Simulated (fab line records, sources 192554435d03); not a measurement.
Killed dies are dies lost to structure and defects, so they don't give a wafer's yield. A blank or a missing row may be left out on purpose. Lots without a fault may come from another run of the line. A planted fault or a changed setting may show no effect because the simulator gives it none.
Chamber matching | flow n5_finfet | N5_FIN_CUT_DESCUM_13 on rie_diel-05: 4 sister chambers
The step chemistry O2, time 7 s. 4 wafers are shown with their chamber, then 7 later ones without.

WAFERS WITH THEIR CHAMBER
wafer  | chamber | showerhead_plenum_p_Torr (Torr)
L077.5 | 1       | 2.10
L082.5 | 3       | 2.10
L087.2 | 2       | 2.10
L087.3 | 0       | 2.20

WAFERS WITHOUT THEIR CHAMBER
wafer  | showerhead_plenum_p_Torr (Torr)
L087.5 | 2.09
L088.1 | 2.09
L088.3 | 2.09
L088.5 | 2.20
L090.1 | 2.09
L090.3 | 2.09
L090.4 | 2.20

WHICH CHAMBER EACH WENT THROUGH
wafer  | from the rows above          | in truth
L087.5 | can't be placed: 1 or 2 or 3 | 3
L088.1 | can't be placed: 1 or 2 or 3 | 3
L088.3 | can't be placed: 1 or 2 or 3 | 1
L088.5 | 0                            | 0
L090.1 | can't be placed: 1 or 2 or 3 | 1
L090.3 | can't be placed: 1 or 2 or 3 | 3
L090.4 | 0                            | 0
Placed correctly: 2 of 7. Can't be placed from these rows: 5 (the true chamber is among the candidates in 5). Placed wrongly: 0.
How it was worked out, from the rows above alone: a wafer's distance from a chamber is the root of the sum, over the readings, of the square of ((its reading less the chamber's mean) divided by the reading's scatter). The wafer belongs to the nearest chamber; if the next one is less than 2 further off, it can't be placed. A chamber's mean is the mean of its shown wafers. The scatter: with one shown wafer a chamber, the root of the mean of the squares of how far each hidden wafer lies from its nearest shown one.
